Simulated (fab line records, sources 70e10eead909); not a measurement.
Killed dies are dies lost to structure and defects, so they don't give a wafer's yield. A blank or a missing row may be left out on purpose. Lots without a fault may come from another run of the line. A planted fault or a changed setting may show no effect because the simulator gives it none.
fab line records | flow nand_harc
record lots=7 wafers=21 last_day=32
route steps=1302 shown A_BONDPAD@1211 END@1302
lots that met no fault: from a run of the same line without faults
start_h: hours from the record's first day to the start of the lot's first wafer shown | wait_h: hours since the lot's step before | " the same as in the row above | L1.1+2: a row that stands for several wafers | - no value, or no start given | * or withheld: withheld | < > ~ a bound
route shown NAME@n: a module of which the file shows steps, and the number in the route of the first | usual: mean/standard deviation of fault-free wafers | same: alike in all rows | chamber/n: place in a boat | sites: the reading at each site | _std_site: their standard deviation | _edge_site: outer sites' mean less inner sites' | radius_mm: how far each site lies from the wafer's centre | mask NAME#n: copy n | behind: the tool/chamber that last shaped the wafer | hold: why the lot was held/for how many hours/how that ended | device: the transistor (n, p or np) that didn't switch | end of line: the same wafers' tests at the end of the route | a step without rows: its recipe alone | killed: dies lost to structure and defects at the first sort, not the wafer's yield | map: a wafer's dies, x killed, . not, _ none there
set.NAME: the setting as run; set.NAME@STEP: as run at that earlier step | model.NAME: the simulator's own value behind a step, which no gauge read
lots at some steps of the route; a table a step, a row a wafer
services: from which hour (start_h, from the record's first day; less than 0 if before it) a tool's chamber was out of use, for how many hours, and why
## steps
# step NHARC_A_BONDPAD_EBR_05
# step NHARC_A_BONDPAD_EXPOSE_06
# recipe na=0.55 dose_mj=36.99 mask_id=A_BPAD
# step NHARC_A_BONDPAD_PEB_07
# recipe peb_temp_c=128 peb_time_s=80
# step NHARC_A_BONDPAD_DEVELOP_08
# recipe time_s=50 dev_temp_c=22
# step NHARC_A_BONDPAD_CD_MEAS_09
# recipe target_cd_nm=500 landing_energy_ev=500
# usual cd_nm=500.6/2.5
# columns lot.wafer tool chamber start_h wait_h cd_nm
L227.1 cd_sem-01 0 594.42 - 502.0
L227.4 " 0 " " 500.0
L227.5 " 0 " " 501.8
L226.1 cd_sem-01 0 597.39 - 501.8
L226.2 " 0 " " 498.5
L226.5 " 0 " " 498.5
L228.3 cd_sem-03 0 603.70 - 502.0
L228.4 " 0 " " 500.3
L228.5 " 0 " " 505.3
L229.3 cd_sem-01 0 618.77 - 504.4
L229.4 " 0 " " 505.6
L229.5 " 0 " " 500.3
L232.1 cd_sem-02 0 651.40 - 502.8
L232.2 " 0 " " 497.9
L232.5 " 0 " " 502.2
L235.2 cd_sem-01 0 677.90 - 498.2
L235.5 " 0 " " 495.2
L235.6 " 0 " " 500.0
L238.3 cd_sem-01 0 727.19 - 500.2
L238.4 " 0 " " 499.4
L238.6 " 0 " " 499.9
# step NHARC_A_BONDPAD_OVL_MEAS_35
# usual overlay_x_nm=0/5.3 overlay_y_nm=-1/5.5
# columns lot.wafer tool chamber start_h wait_h overlay_x_nm overlay_y_nm
L227.1 overlay-01 - 594.51 - -4 11
L227.4 " - " " -5 10
L227.5 " - " " -4 11
L226.1 overlay-02 - 597.48 - -1 0
L226.2 " - " " -1 0
L226.5 " - " " -1 0
L228.3 overlay-02 - 603.78 - -5 -3
L228.4 " - " " -5 -3
L228.5 " - " " -5 -3
L229.3 overlay-02 - 618.85 - -3 -3
L229.4 " - " " -3 -3
L229.5 " - " " -3 -4
L232.1 overlay-02 - 651.49 - -3 -2
L232.2 " - " " -4 -2
L232.5 " - " " -4 -2
L235.2 overlay-02 - 677.99 - 6 -13
L235.5 " - " " 6 -13
L235.6 " - " " 6 -13
L238.3 overlay-01 - 727.27 - 3 4
L238.4 " - " " 4 3
L238.6 " - " " 3 3
# step NHARC_A_BONDPAD_HARDBAKE_10
# recipe temp_c=118 time_s=65
# step NHARC_A_BONDPAD_DESCUM_11
# recipe time_s=3 o2_flow_sccm=200 ar_flow_sccm=0 bias_power_w=0 chemistry=O2
# usual drypump_motor_current_A=5.87/0.29 oes_product_au=0.999/0.012 rf_vpp_V=57.8/0.95 showerhead_plenum_p_Torr=1.90/0.1 throttle_valve_pct=11.312/0.0097
# same bias_power_w=0 time_s=3
# columns lot.wafer tool chamber start_h wait_h drypump_motor_current_A oes_product_au rf_hours_counter_h rf_vpp_V showerhead_plenum_p_Torr throttle_valve_pct
L227.4 rie_diel-01 0 594.63 - 5.05 1.002 14 57.5 1.87 11.310
L227.1 " 3 " " 5.21 0.988 13 58.8 1.79 11.301
L227.5 " 0 " " 5.05 1.001 - 57.5 1.87 11.317
L226.2 rie_diel-07 2 597.62 - 5.70 0.987 3 56.8 1.84 11.304
L226.1 " 3 " " 5.81 1.009 4 59.8 2.05 11.312
L226.5 " 1 " " 5.93 0.981 - 55.5 1.84 11.316
L228.3 rie_diel-07 3 603.93 - 5.83 1.007 4 58.4 2.05 11.320
L228.4 " 1 " " 5.95 0.989 - 57.3 1.84 11.325
L228.5 " 2 " " 5.67 0.980 - 56.9 1.84 11.312
L229.3 rie_diel-02 2 618.98 - 5.79 1.010 6 58.2 1.77 11.315
L229.4 " 2 " " 5.78 1.011 - 56.0 1.77 11.309
L229.5 " 0 " " 5.97 1.010 - 56.9 2.02 11.327
L232.1 rie_diel-02 0 651.62 - 5.99 0.995 14 58.6 2.02 11.296
L232.2 " 3 " " 5.86 0.982 12 56.9 1.79 11.314
L232.5 " 0 " " 5.99 0.986 - 57.5 2.02 11.323
L235.2 rie_diel-07 3 678.12 - 5.80 1.011 0 58.8 2.05 11.301
L235.6 " 2 " " 5.68 0.991 - 56.2 1.84 11.309
L235.5 " 3 " " 5.83 1.021 - 58.6 2.05 11.318
L238.4 rie_diel-07 0 727.39 - 6.30 0.990 1 57.7 1.99 11.316
L238.3 " 3 " " 5.80 1.007 1 58.4 2.05 11.302
L238.6 " 0 " " 6.31 0.996 - 57.6 1.99 11.314
# step NHARC_A_BONDPAD_ETCH_34
# recipe target_depth_a=600 overetch_a=180 time_s=65.91 ion_energy_ev=200 n2_flow_sccm=150 h2_flow_sccm=150 ar_flow_sccm=0 rf_w=400 bias_w=150 chemistry=N2/H2
# usual bias_w=150.0/0.43 chamber_pressure_mTorr=29.996/0.029 drypump_motor_current_A=5.9/0.32 h2_flow_sccm=150.0/0.42 oes_product_au=1.000/0.013 rf_vpp_V=430/3.2 showerhead_plenum_p_Torr=2.03/0.11 throttle_valve_pct=14.170/0.0094
# same time_s=65.91
# columns lot.wafer tool chamber start_h wait_h bias_w chamber_pressure_mTorr drypump_motor_current_A h2_flow_sccm oes_product_au rf_hours_counter_h rf_vpp_V showerhead_plenum_p_Torr throttle_valve_pct
L227.1 rie_diel-01 2 594.72 0.1 150.5 30.002 5.7 150.2 0.993 5 428 1.93 14.166
L227.4 " 3 " " 149.7 29.986 5.2 150.6 0.986 13 427 1.91 14.167
L227.5 " 2 " " 150.0 30.006 5.7 150.2 1.003 - 428 1.93 14.162
L226.1 rie_diel-07 0 597.70 0.1 149.2 29.976 6.3 149.6 0.998 4 432 2.13 14.158
L226.2 " 1 " " 149.9 29.987 6.0 149.6 1.007 4 429 1.96 14.162
L226.5 " 0 " " 149.7 30.003 6.3 149.4 0.995 - 433 2.13 14.158
L228.3 rie_diel-07 1 604.02 0.1 150.7 30.063 5.9 149.1 1.000 4 428 1.96 14.172
L228.5 " 2 " " 150.2 30.002 5.7 150.0 1.000 - 429 1.96 14.165
L228.4 " 3 " " 150.8 30.007 5.8 150.0 1.010 - 433 2.19 14.164
L229.3 rie_diel-02 1 619.09 0.1 149.6 29.981 5.7 150.2 0.997 6 428 1.90 14.173
L229.4 " 0 " " 149.7 29.971 6.0 149.8 1.003 - 434 2.16 14.186
L229.5 " 1 " " 150.5 30.007 5.7 149.6 0.991 - 426 1.90 14.166
L232.2 rie_diel-02 0 651.70 0.1 150.3 29.985 6.0 149.8 0.988 14 434 2.16 14.170
L232.1 " 3 " " 149.4 29.977 5.9 150.3 0.987 12 426 1.90 14.157
L232.5 " 1 " " 149.5 30.045 5.7 149.8 1.009 - 425 1.90 14.182
L235.2 rie_diel-07 0 678.21 0.1 150.4 30.042 6.3 150.1 0.990 0 434 2.13 14.172
L235.6 " 2 " " 149.7 29.956 5.7 150.0 0.998 - 428 1.96 14.171
L235.5 " 3 " " 150.7 30.018 5.8 150.0 1.024 - 433 2.19 14.167
L238.4 rie_diel-07 2 727.48 0.1 150.6 30.029 5.7 150.1 0.992 1 426 1.96 14.180
L238.3 " 3 " " 150.4 30.021 5.8 150.2 1.014 1 433 2.19 14.177
L238.6 " 3 " " 150.0 29.973 5.8 149.6 1.012 - 435 2.19 14.183
# step NHARC_A_BONDPAD_ETCH_12
# recipe target_depth_a=2200 time_s=110 chf3_flow_sccm=50 o2_flow_sccm=10 ar_flow_sccm=200 rf_w=500 bias_w=200 chemistry=CHF3/O2
# usual bias_w=200.0/0.67 chamber_pressure_mTorr=25.001/0.024 drypump_motor_current_A=5.88/0.29 oes_product_au=0.949/0.029 rf_vpp_V=370.4/2.7 showerhead_plenum_p_Torr=2.40/0.12 throttle_valve_pct=20.575/0.0092
# same time_s=110
# columns lot.wafer tool chamber start_h wait_h bias_w chamber_pressure_mTorr drypump_motor_current_A oes_product_au rf_hours_counter_h rf_vpp_V showerhead_plenum_p_Torr throttle_valve_pct
L227.1 rie_diel-01 2 - - 199.9 24.981 5.70 0.961 6 367.7 2.29 20.572
L227.4 " 3 " " 200.6 25.034 5.23 0.910 13 367.7 2.25 20.597
L227.5 " 2 " " 199.6 24.989 5.71 0.952 - 368.0 2.29 20.574
L226.1 rie_diel-07 2 - - 200.2 25.019 5.72 0.963 3 367.6 2.31 20.565
L226.2 " 3 " " 199.5 25.015 5.84 0.987 4 373.8 2.57 20.555
L226.5 " 2 " " 200.1 25.013 5.75 0.961 - 369.3 2.31 20.567
L228.3 rie_diel-07 2 - - 199.9 25.050 5.71 0.917 3 368.8 2.31 20.575
L228.4 " 3 " " 199.6 24.973 5.81 0.939 - 374.2 2.57 20.576
L228.5 " 2 " " 200.7 25.018 5.68 0.916 - 369.0 2.31 20.571
L229.3 rie_diel-02 2 - - 198.9 25.027 5.79 0.933 6 366.4 2.23 20.589
L229.5 " 2 " " 199.8 24.984 5.82 0.936 - 367.3 2.23 20.588
L229.4 " 1 " " 200.0 25.002 5.69 0.916 - 367.7 2.25 20.571
L232.2 rie_diel-02 1 - - 200.1 25.037 5.67 0.931 14 367.9 2.25 20.567
L232.1 " 3 " " 200.1 25.045 5.86 0.910 12 366.8 2.25 20.583
L232.5 " 0 " " 199.3 24.959 5.98 0.929 - 372.6 2.53 20.563
L235.2 rie_diel-07 2 - - 199.4 24.957 5.68 0.959 0 367.7 2.31 20.578
L235.5 " 2 " " 199.2 25.033 5.70 0.956 - 368.3 2.31 20.579
L235.6 " 3 " " 199.7 25.013 5.83 0.989 - 372.6 2.57 20.570
L238.4 rie_diel-07 0 - - 199.7 24.960 6.28 0.964 1 372.6 2.50 20.557
L238.3 " 2 " " 200.0 24.997 5.69 0.977 1 368.1 2.31 20.591
L238.6 " 1 " " 200.6 24.998 5.96 0.978 - 370.0 2.32 20.564
# step NHARC_A_BONDPAD_CD_MEAS_13
# usual cd_nm=499.8/2.7
# columns lot.wafer tool chamber start_h wait_h cd_nm
L227.1 cd_sem-02 - 594.95 - 502.6
L227.4 " - " " 498.5
L227.5 " - " " 501.6
L226.1 cd_sem-02 - 597.92 - 501.7
L226.2 " - " " 498.6
L226.5 " - " " 498.6
L228.3 cd_sem-01 - 604.27 - 501.6
L228.4 " - " " 499.7
L228.5 " - " " 503.6
L229.3 cd_sem-03 - 619.35 - 503.2
L229.4 " - " " 505.3
L229.5 " - " " 499.7
L232.1 cd_sem-01 - 651.93 - 499.3
L232.2 " - " " 496.8
L232.5 " - " " 500.1
L235.2 cd_sem-02 - 678.43 - 497.3
L235.5 " - " " 495.4
L235.6 " - " " 501.6
L238.3 cd_sem-03 - 727.71 - 499.3
L238.4 " - " " 498.2
L238.6 " - " " 499.7
# step NHARC_A_BONDPAD_STRIP_15
# recipe o2_flow_sccm=500 ar_flow_sccm=0 bias_w=0 chemistry=O2
# usual drypump_motor_current_A=5.85/0.25 oes_product_au=0.999/0.012 rf_vpp_V=57.7/0.98 showerhead_plenum_p_Torr=3.47/0.18 throttle_valve_pct=17.037/0.0092
# columns lot.wafer tool chamber start_h wait_h drypump_motor_current_A oes_product_au rf_hours_counter_h rf_vpp_V showerhead_plenum_p_Torr throttle_valve_pct
L227.1 rie_diel-01 2 595.04 0.1 5.70 0.996 6 58.2 3.36 17.041
L227.4 " 0 " " 5.05 0.993 14 59.4 3.45 17.037
L227.5 " 2 " " 5.69 1.000 - 57.0 3.36 17.043
L226.1 rie_diel-02 3 598.01 0.1 5.85 0.986 4 57.3 3.32 17.034
L226.2 " 0 " " 5.98 1.004 4 59.2 3.72 17.036
L226.5 " 2 " " 5.80 1.002 - 57.2 3.28 17.041
L228.3 rie_diel-07 1 604.36 0.1 5.96 0.994 4 56.7 3.41 17.036
L228.5 " 1 " " 5.95 1.001 - 56.3 3.41 17.040
L228.4 " 2 " " 5.71 0.992 - 57.5 3.40 17.044
L229.3 rie_diel-07 0 619.43 0.1 6.31 0.990 5 58.2 3.67 17.030
L229.4 " 1 " " 5.93 0.986 5 58.6 3.41 17.040
L229.5 " 0 " " 6.30 1.000 - 60.4 3.67 17.048
L232.1 rie_diel-02 2 652.04 0.1 5.81 1.002 14 56.5 3.28 17.037
L232.2 " 1 " " 5.70 0.998 14 57.9 3.30 17.033
L232.5 " 2 " " 5.82 1.005 - 56.5 3.28 17.031
L235.2 rie_diel-02 3 678.51 0.1 5.88 0.974 15 56.8 3.31 17.031
L235.5 " 2 " " 5.80 1.006 - 55.9 3.28 17.028
L235.6 " 3 " " 5.89 0.986 - 57.6 3.31 17.034
L238.3 rie_diel-07 0 727.81 0.1 6.30 1.007 1 59.8 3.67 17.043
L238.4 " 1 " " 5.96 1.010 1 56.8 3.40 17.038
L238.6 " 2 " " 5.70 1.009 - 57.3 3.40 17.043
# step NHARC_A_BONDPAD_ETCH_24
# recipe target_depth_a=300 over_etch_frac=0.3 time_s=72.99 ion_energy_ev=150 cf4_flow_sccm=50 n2_flow_sccm=100 ar_flow_sccm=150 rf_w=300 bias_w=100 chemistry=CF4/N2
# usual bias_w=100.03/0.3 cf4_flow_sccm=50.03/0.13 drypump_motor_current_A=5.84/0.26 oes_product_au=1.000/0.012 rf_vpp_V=313.4/2.5 showerhead_plenum_p_Torr=2.58/0.14 throttle_valve_pct=19.793/0.009 time_s=72.99/0
# columns lot.wafer tool chamber start_h wait_h bias_w cf4_flow_sccm drypump_motor_current_A oes_product_au rf_hours_counter_h rf_vpp_V showerhead_plenum_p_Torr throttle_valve_pct time_s
L227.4 rie_diel-01 1 595.18 - 99.64 50.07 6.37 0.983 13 315.4 2.67 19.792 72.99
L227.1 " 3 " " 100.02 49.95 5.20 0.984 13 311.7 2.47 19.802 72.99
L227.5 " 0 " " 99.88 50.05 5.06 1.000 - 312.5 2.57 19.805 72.99
L226.2 rie_diel-02 1 598.15 - - - - - - - - - -
L226.1 " 2 " " - - - - - - - - -
L226.5 " 2 " " - - - - - - - - -
L228.3 rie_diel-07 2 604.52 0.1 - - - - - - - - -
L228.4 " 2 " " - - - - - - - - -
L228.5 " 1 " " - - - - - - - - -
L229.4 rie_diel-07 0 619.57 - - - - - - - - - -
L229.3 " 3 " " - - - - - - - - -
L229.5 " 0 " " - - - - - - - - -
L232.1 rie_diel-02 3 652.20 - 100.44 49.95 5.85 0.986 12 311.3 2.46 19.786 72.99
L232.2 " 1 " " 99.69 49.97 5.67 1.000 14 311.6 2.46 19.795 72.99
L232.5 " 2 " " 100.03 49.92 5.79 1.013 - 312.3 2.44 19.805 72.99
L235.2 rie_diel-02 3 678.66 - 99.96 50.16 5.85 0.996 15 311.2 2.46 19.799 72.99
L235.5 " 1 " " 100.33 50.27 5.69 1.013 - 311.2 2.45 19.796 72.99
L235.6 " 2 " " 100.56 49.85 5.79 1.016 - 311.5 2.44 19.790 72.99
L238.4 rie_diel-07 1 727.94 - 100.11 49.85 5.96 1.007 1 314.3 2.53 19.800 72.99
L238.3 " 3 " " 99.98 50.16 5.83 1.011 1 316.4 2.80 19.801 72.99
L238.6 " 0 " " 100.48 49.90 6.30 0.997 - 315.3 2.73 19.791 72.99
# step NHARC_A_BONDPAD_STRIP_16
# recipe time_s=600 temp_c=30 chemistry=post_etch_residue_remover
# step NHARC_END_SORT_01
# recipe temp_c=25
# usual defect_limited_yield=92.3/2.7 killed_at_array=47/18 killed_at_other=0.9/1.1 killed_at_periphery=4/3.1 killed_dies=52/18 killed_open=3.1/1.5 killed_short=2.4/1.5 sort_bin_2_pct=2.7/1.2 sort_bin_3_pct=0.6/0.38 sort_bin_4_pct=4.5/1.5 sort_n_pass=625/18 sort_rim_yield_pct=89/4.5 sort_yield_pct=92.3/2.7
# same gross_dies=677 sort_bin_5_pct[%]=0 sort_bin_6_pct[%]=0 sort_bin_7_pct[%]=0 sort_bin_8_pct[%]=0 sort_rim_n_gross=106.00
# columns lot.wafer tool chamber start_h wait_h defect_limited_yield[%] killed_at_array killed_at_other killed_at_periphery killed_dies killed_open killed_short sort_bin_2_pct[%] sort_bin_3_pct[%] sort_bin_4_pct[%] sort_n_pass sort_rim_yield_pct[%] sort_yield_pct[%]
L227.1 prober-01 0 627.03 2.5 95.1 25 2 6 33 4 1 1.5 0.4 3.0 644 91 95.1
L227.4 prober-01 0 629.42 3.4 94.2 32 1 6 39 4 2 1.8 0.1 3.8 638 90 94.2
L227.5 prober-01 0 630.22 3.7 94.7 30 1 5 36 3 4 2.2 0 3.1 641 91 94.7
L226.1 prober-02 0 631.70 2.5 0 672 1 4 677 3 2 94.2 0.1 5.6 0 0 0
L226.2 prober-02 0 632.50 2.8 0 670 1 6 677 2 4 90.7 1.9 7.4 0 0 0
L226.5 prober-02 0 634.91 3.7 0 670 1 6 677 3 4 93.5 0.6 5.9 0 0 0
L228.3 prober-01 0 641.19 3.1 0 671 0 6 677 1 3 92.5 1.0 6.5 0 0 0
L228.4 prober-01 0 641.97 3.4 0 666 0 11 677 5 2 92.5 0.6 6.9 0 0 0
L228.5 prober-01 0 642.76 3.7 0 669 0 8 677 5 4 92.8 0.6 6.6 0 0 0
L229.3 prober-02 0 654.77 3.1 0 672 1 4 677 5 3 96.3 0.1 3.5 0 0 0
L229.4 prober-02 0 655.57 3.4 0 674 0 3 677 2 1 96.9 0.3 2.8 0 0 0
L229.5 prober-02 0 656.36 3.7 0 674 1 2 677 2 1 95.6 0.1 4.3 0 0 0
L232.1 prober-02 0 685.26 2.5 92.2 50 1 2 53 4 1 2.7 0.7 4.4 624 87 92.2
L232.2 prober-02 0 686.06 2.8 91.3 55 1 3 59 4 2 3.5 0.7 4.4 618 84 91.3
L232.5 prober-02 0 688.47 3.7 93.2 45 0 1 46 3 0 2.2 0.3 4.3 631 88 93.2
L235.5 prober-02 0 714.78 3.7 87.1 73 1 13 87 4 1 4.4 0.9 7.5 590 92 87.1
L235.6 prober-02 0 715.58 4.0 91.7 45 0 11 56 5 1 3.0 0.9 4.4 621 85 91.7
# killed by level:class
L227.1 A_CHANNEL_HOLE_D2:chamber_film_flake=15 P_GATE:chamber_film_flake=4 A_M0:geometric_particle:open=2 THIN_TSV:chamber_film_flake=2 A_ONON_D1:geometric_particle:open=1 A_CHANNEL_HOLE_D2:geometric_particle:short=1 A_M1:geometric_particle:open=1 P_ZERO_WELL:chamber_film_flake=1
L227.4 A_CHANNEL_HOLE_D2:chamber_film_flake=14 A_SLIT:chamber_film_flake=5 A_CHANNEL_HOLE_D1:chamber_film_flake=3 P_GATE:chamber_film_flake=2 P_BONDPAD:chamber_film_flake=2 A_WL_FILL:chamber_film_flake=2 P_M0:geometric_particle:open=1 A_ONON_D1:geometric_particle:open=1
L227.5 A_CHANNEL_HOLE_D2:chamber_film_flake=13 A_CHANNEL_HOLE_D1:chamber_film_flake=4 P_GATE:chamber_film_flake=3 A_CONTACT:chamber_film_flake=3 A_SLIT:chamber_film_flake=2 P_M0:geometric_particle:open=1 A_ONON_D1:geometric_particle:short=1 A_CHANNEL_FILL_D1:geometric_particle:open=1
L226.1 A_BONDPAD:area_etch=612 A_SLIT:chamber_film_flake=23 A_CHANNEL_HOLE_D2:chamber_film_flake=11 A_CHANNEL_HOLE_D1:chamber_film_flake=9 A_CONTACT:chamber_film_flake=4 A_M1:chamber_film_flake=4 P_M1:chamber_film_flake=2 A_CHANNEL_FILL_D2:chamber_film_flake=2
L226.2 A_BONDPAD:area_etch=585 A_CHANNEL_HOLE_D1:chamber_film_flake=35 A_SLIT:chamber_film_flake=20 A_CHANNEL_HOLE_D2:chamber_film_flake=11 A_CONTACT:chamber_film_flake=9 P_M2:geometric_particle:short=2 P_GATE:chamber_film_flake=2 A_ZERO_WELL:chamber_film_flake=2
L226.5 A_BONDPAD:area_etch=610 A_SLIT:chamber_film_flake=21 A_CHANNEL_HOLE_D1:chamber_film_flake=11 A_CHANNEL_HOLE_D2:chamber_film_flake=10 A_CONTACT:chamber_film_flake=7 P_BONDPAD:chamber_film_flake=3 P_GATE:chamber_film_flake=2 A_CHANNEL_FILL_D2:chamber_film_flake=2
L228.3 A_BONDPAD:area_etch=595 A_CHANNEL_HOLE_D2:chamber_film_flake=33 A_SLIT:chamber_film_flake=23 A_CONTACT:chamber_film_flake=10 P_CONTACT:chamber_film_flake=3 A_M1:chamber_film_flake=3 P_STI:chamber_film_flake=2 P_CONTACT:geometric_particle:short=1
L228.4 A_BONDPAD:area_etch=598 A_SLIT:chamber_film_flake=26 A_CHANNEL_HOLE_D2:chamber_film_flake=16 A_CONTACT:chamber_film_flake=6 P_STI:chamber_film_flake=5 P_CONTACT:chamber_film_flake=5 A_DECK1_JOINT:chamber_film_flake=5 A_WL_FILL:geometric_particle:open=2
L228.5 A_BONDPAD:area_etch=606 A_SLIT:chamber_film_flake=25 A_CHANNEL_HOLE_D2:chamber_film_flake=13 P_CONTACT:chamber_film_flake=5 A_CONTACT:chamber_film_flake=5 A_CHANNEL_HOLE_D1:chamber_film_flake=3 A_CHANNEL_FILL_D2:chamber_film_flake=3 P_STI:chamber_film_flake=2
L229.3 A_BONDPAD:area_etch=641 A_CHANNEL_HOLE_D2:chamber_film_flake=11 A_BLC:chamber_film_flake=5 A_M0:geometric_particle:open=2 P_ZERO_WELL:chamber_film_flake=2 P_CONTACT:chamber_film_flake=2 A_CHANNEL_HOLE_D1:chamber_film_flake=2 A_CONTACT:chamber_film_flake=2
L229.4 A_BONDPAD:area_etch=650 A_CHANNEL_HOLE_D1:chamber_film_flake=5 A_CHANNEL_HOLE_D2:chamber_film_flake=5 A_CONTACT:chamber_film_flake=5 A_STAIRCASE:chamber_film_flake=3 P_ZERO_WELL:chamber_film_flake=2 A_WL_FILL:chamber_film_flake=2 P_CONTACT:geometric_particle:open=1
L229.5 A_BONDPAD:area_etch=638 A_CHANNEL_HOLE_D2:chamber_film_flake=11 A_BLC:chamber_film_flake=8 A_CHANNEL_HOLE_D1:chamber_film_flake=6 A_CONTACT:chamber_film_flake=4 A_SLIT:chamber_film_flake=3 P_M0:geometric_particle:open=1 A_WL_FILL:geometric_particle:short=1
L232.1 A_CHANNEL_HOLE_D1:chamber_film_flake=15 A_CHANNEL_HOLE_D2:chamber_film_flake=14 A_SLIT:chamber_film_flake=7 A_CONTACT:chamber_film_flake=5 A_CHANNEL_FILL_D1:geometric_particle:open=2 A_CHANNEL_FILL_D2:chamber_film_flake=2 P_M0:geometric_particle:short=1 A_ONON_D2:geometric_particle:open=1
L232.2 A_CHANNEL_HOLE_D2:chamber_film_flake=24 A_CHANNEL_HOLE_D1:chamber_film_flake=16 A_DECK1_JOINT:chamber_film_flake=3 A_STAIRCASE:chamber_film_flake=3 A_SLIT:chamber_film_flake=2 P_GATE:geometric_particle:open=1 A_ONON_D1:geometric_particle:short=1 A_DECK1_JOINT:geometric_particle:open=1
L232.5 A_CHANNEL_HOLE_D2:chamber_film_flake=19 A_CHANNEL_HOLE_D1:chamber_film_flake=14 A_WL_FILL:chamber_film_flake=3 A_CHANNEL_FILL_D1:geometric_particle:open=2 A_CONTACT:chamber_film_flake=2 A_SGD_CUT:geometric_particle:open=1 P_STI:chamber_film_flake=1 A_CHANNEL_FILL_D1:chamber_film_flake=1
L235.5 A_CHANNEL_HOLE_D1:chamber_film_flake=33 A_CHANNEL_HOLE_D2:chamber_film_flake=16 A_CONTACT:chamber_film_flake=8 P_CONTACT:chamber_film_flake=7 A_STAIRCASE:chamber_film_flake=6 A_SLIT:chamber_film_flake=5 P_GATE:chamber_film_flake=3 P_CONTACT:geometric_particle:open=1
L235.6 A_CHANNEL_HOLE_D1:chamber_film_flake=14 A_CHANNEL_HOLE_D2:chamber_film_flake=14 A_CONTACT:chamber_film_flake=8 P_CONTACT:chamber_film_flake=4 P_ZERO_WELL:chamber_film_flake=3 P_M2:chamber_film_flake=3 A_M0:geometric_particle:open=2 A_ONON_D1:geometric_particle:open=1
# map L226.1 (x killed, . not)
____________x____________
_________xxxxxxx_________
_______xxxxxxxxxxx_______
______xxxxxxxxxxxxx______
_____xxxxxxxxxxxxxxx_____
____xxxxxxxxxxxxxxxxx____
____xxxxxxxxxxxxxxxxx____
___xxxxxxxxxxxxxxxxxxx___
___xxxxxxxxxxxxxxxxxxx___
__xxxxxxxxxxxxxxxxxxxxx__
__xxxxxxxxxxxxxxxxxxxxx__
_xxxxxxxxxxxxxxxxxxxxxxx_
_xxxxxxxxxxxxxxxxxxxxxxx_
_xxxxxxxxxxxxxxxxxxxxxxx_
_xxxxxxxxxxxxxxxxxxxxxxx_
_xxxxxxxxxxxxxxxxxxxxxxx_
xxxxxxxxxxxxxxxxxxxxxxxxx
xxxxxxxxxxxxxxxxxxxxxxxxx
xxxxxxxxxxxxxxxxxxxxxxxxx
xxxxxxxxxxxxxxxxxxxxxxxxx
xxxxxxxxxxxxxxxxxxxxxxxxx
_xxxxxxxxxxxxxxxxxxxxxxx_
_xxxxxxxxxxxxxxxxxxxxxxx_
_xxxxxxxxxxxxxxxxxxxxxxx_
_xxxxxxxxxxxxxxxxxxxxxxx_
_xxxxxxxxxxxxxxxxxxxxxxx_
__xxxxxxxxxxxxxxxxxxxxx__
__xxxxxxxxxxxxxxxxxxxxx__
___xxxxxxxxxxxxxxxxxxx___
___xxxxxxxxxxxxxxxxxxx___
____xxxxxxxxxxxxxxxxx____
____xxxxxxxxxxxxxxxxx____
_____xxxxxxxxxxxxxxx_____
______xxxxxxxxxxxxx______
_______xxxxxxxxxxx_______
_________xxxxxxx_________
____________x____________
# map L228.3 (x killed, . not)
____________x____________
_________xxxxxxx_________
_______xxxxxxxxxxx_______
______xxxxxxxxxxxxx______
_____xxxxxxxxxxxxxxx_____
____xxxxxxxxxxxxxxxxx____
____xxxxxxxxxxxxxxxxx____
___xxxxxxxxxxxxxxxxxxx___
___xxxxxxxxxxxxxxxxxxx___
__xxxxxxxxxxxxxxxxxxxxx__
__xxxxxxxxxxxxxxxxxxxxx__
_xxxxxxxxxxxxxxxxxxxxxxx_
_xxxxxxxxxxxxxxxxxxxxxxx_
_xxxxxxxxxxxxxxxxxxxxxxx_
_xxxxxxxxxxxxxxxxxxxxxxx_
_xxxxxxxxxxxxxxxxxxxxxxx_
xxxxxxxxxxxxxxxxxxxxxxxxx
xxxxxxxxxxxxxxxxxxxxxxxxx
xxxxxxxxxxxxxxxxxxxxxxxxx
xxxxxxxxxxxxxxxxxxxxxxxxx
xxxxxxxxxxxxxxxxxxxxxxxxx
_xxxxxxxxxxxxxxxxxxxxxxx_
_xxxxxxxxxxxxxxxxxxxxxxx_
_xxxxxxxxxxxxxxxxxxxxxxx_
_xxxxxxxxxxxxxxxxxxxxxxx_
_xxxxxxxxxxxxxxxxxxxxxxx_
__xxxxxxxxxxxxxxxxxxxxx__
__xxxxxxxxxxxxxxxxxxxxx__
___xxxxxxxxxxxxxxxxxxx___
___xxxxxxxxxxxxxxxxxxx___
____xxxxxxxxxxxxxxxxx____
____xxxxxxxxxxxxxxxxx____
_____xxxxxxxxxxxxxxx_____
______xxxxxxxxxxxxx______
_______xxxxxxxxxxx_______
_________xxxxxxx_________
____________x____________
## services
# columns tool chamber start_h hours kind
rie_diel-02 - 571.27 9.0 pm
rie_diel-07 0 578.30 - clean
rie_diel-07 1 578.30 - clean
rie_diel-07 2 578.30 - clean
rie_diel-07 3 578.30 - clean
rie_diel-07 0 600.08 6.3 repair
rie_diel-07 1 602.80 - clean
rie_diel-07 2 602.80 - clean
rie_diel-07 3 602.80 - clean
rie_diel-02 3 610.42 14.1 repair
rie_diel-07 0 627.30 - clean
rie_diel-07 1 627.30 - clean
rie_diel-07 2 627.30 - clean
rie_diel-07 3 627.30 - clean
rie_diel-01 1 638.37 6.7 repair
rie_diel-07 - 648.20 9.0 pm
rie_diel-07 0 648.20 9.0 vent_cycle
rie_diel-07 1 648.20 9.0 vent_cycle
rie_diel-07 2 648.20 9.0 vent_cycle
rie_diel-07 3 648.20 9.0 vent_cycle
rie_diel-07 0 657.20 - clean
rie_diel-07 3 657.39 7.4 repair
rie_diel-07 1 666.89 9.8 repair
rie_diel-07 1 711.37 2.9 repair
## key
first_sign step=NHARC_A_BONDPAD_ETCH_24 reading=tool_record direction=missing
effect step=NHARC_END_SORT_01 reading=sort_bin_2_pct direction=up sigmas=77 usual=2.7 struck=93.9
more_kills_born_at NHARC_A_BONDPAD_ETCH_24@rie_diel-07=3728 NHARC_A_BONDPAD_ETCH_24@rie_diel-02=1807
met_at NHARC_A_BONDPAD_ETCH_24
struck_wafers L226.1,L226.2,L226.5,L228.3,L228.4,L228.5,L229.3,L229.4,L229.5
later_rows_left_out L226.1,L226.2,L226.5,L228.3,L228.4,L228.5,L229.3,L229.4,L229.5
fault kind=skipped_step_whole tool=rie_diel-02,rie_diel-07 chamber=- onset_h=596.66 steps=NHARC_A_BONDPAD_ETCH_24 scope=struck_lots_only
# later_rows_left_out: the simulator's readings of these wafers behind a module that went badly wrong aren't trusted and aren't shown, but for the sort
